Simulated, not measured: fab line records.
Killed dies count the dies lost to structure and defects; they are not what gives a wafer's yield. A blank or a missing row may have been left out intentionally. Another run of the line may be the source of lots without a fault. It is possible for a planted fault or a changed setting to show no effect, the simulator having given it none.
Split-lot study    flow n5 finfet    7 lots, 21 wafers read, on a route of 1938 steps

## ABOUT THE SPLIT
At N5_BEOL_M9_ETCH_62 (etches SOC in N2/H2, target depth 110 nm, overetch 22 nm, time 165 s), the setting time s was moved away from the recipe's 165 s on 9 of the 21 wafers read, by -22.2% to +10.5%. For the rest of the wafers, this setting stayed at what the recipe calls for.

Reading taken at the split's own step.

## THE READING
SiARC_of_BEOL_M9_COAT_60.thk nm (the simulator's own value, which no gauge read), in nm, at N5_BEOL_M9_ETCH_62 (etches SOC in N2/H2, target depth 110 nm, overetch 22 nm, time 165 s). The file does not state a usual value for it. Across the 12 wafers here that went through the recipe, the average is 23.6 nm and the standard deviation 0.18 nm.

wafer   tool, chamber at the split  time s as run, s  against the recipe  SiARC_of_BEOL_M9_COAT_60.thk nm, nm  against lot-mates on the recipe
L075.1  rie diel-02, 2              182.4             +10.5%              22.6                                 -0.8
L075.2  rie diel-02, 1              165               recipe              23.4                                 -
L075.4  rie diel-02, 3              182.4             +10.5%              22.8                                 -0.6
L084.4  rie diel-01, 1,3            145               -12.1%              24.2                                 no lot-mate on the recipe
L084.6  rie diel-01, 1,3            145               -12.1%              24.2                                 no lot-mate on the recipe
L084.5  rie diel-01, 2              145               -12.1%              24.4                                 no lot-mate on the recipe
L085.1  rie diel-02, 0              152.8             -7.4%               23.8                                 +0.6
L085.3  rie diel-02, 2              152.8             -7.4%               23.6                                 +0.4
L085.4  rie diel-02, 1              165               recipe              23.2                                 -
L090.1  rie diel-01, 0              165               recipe              23.4                                 -
L090.2  rie diel-01, 3              128.4             -22.2%              24.8                                 +1.4
L090.3  rie diel-01, 1              128.4             -22.2%              25                                   +1.6
L089.1  rie diel-05, 1              165               recipe              23.6                                 -
L089.4  rie diel-05, 2,3            165               recipe              23.4                                 -
L089.5  rie diel-05, 2,3            165               recipe              23.4                                 -
L091.1  rie diel-01, 1              165               recipe              23.8                                 -
L091.6  rie diel-01, 1              165               recipe              23.8                                 -
L091.2  rie diel-01, 0              165               recipe              23.6                                 -
L097.2  rie diel-05, 2              165               recipe              23.8                                 -
L097.3  rie diel-05, 0,1            165               recipe              23.6                                 -
L097.4  rie diel-05, 0,1            165               recipe              23.6                                 -
When a row names more than one chamber, that row covers several wafers, and the file does not tell which wafer ran in which chamber.

FIT RESULTS
A straight line over all 21 wafers: SiARC_of_BEOL_M9_COAT_60.thk nm changes by -0.0629 nm for each +1% of time s; r = -0.95; the points scatter about the line by 0.19 nm.
The same after taking each lot's own level away (the mean of its wafers on the recipe; 18 wafers): -0.0674 nm for each +1%; r = -0.99; scatter 0.094 nm.
On that fit, the largest move of time s shifts the reading by 1.5 nm.
From 23.20 to 23.73 nm: that is the span of the lots' own levels, equal to 2.9 times the standard deviation above.
Consequently the slope shifts little with the lot-to-lot level, the two slopes agreeing.
Check: with one of the wafers moved furthest among these (-22.2%) left out of the fit, the line predicts +1.56 nm for it against its lot-mates. It came out at +1.4 nm against them.

## OTHER SPLITS ON THESE WAFERS
Other splits were also applied to these wafers ahead of the reading. Each is held against what the fit with the lots' levels taken away leaves over:
other split on the same wafers  wafers away from the commonest value  r with SiARC_of_BEOL_M9_COAT_60.thk nm (lot level and that fit taken away)
N5_BEOL_M9_DESCUM_16 time s     5                                     -0.27

## FILE'S OWN FIT
SiARC_of_BEOL_M9_COAT_60.thk nm changes by -0.0674 nm for each +1% of time s, r = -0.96.
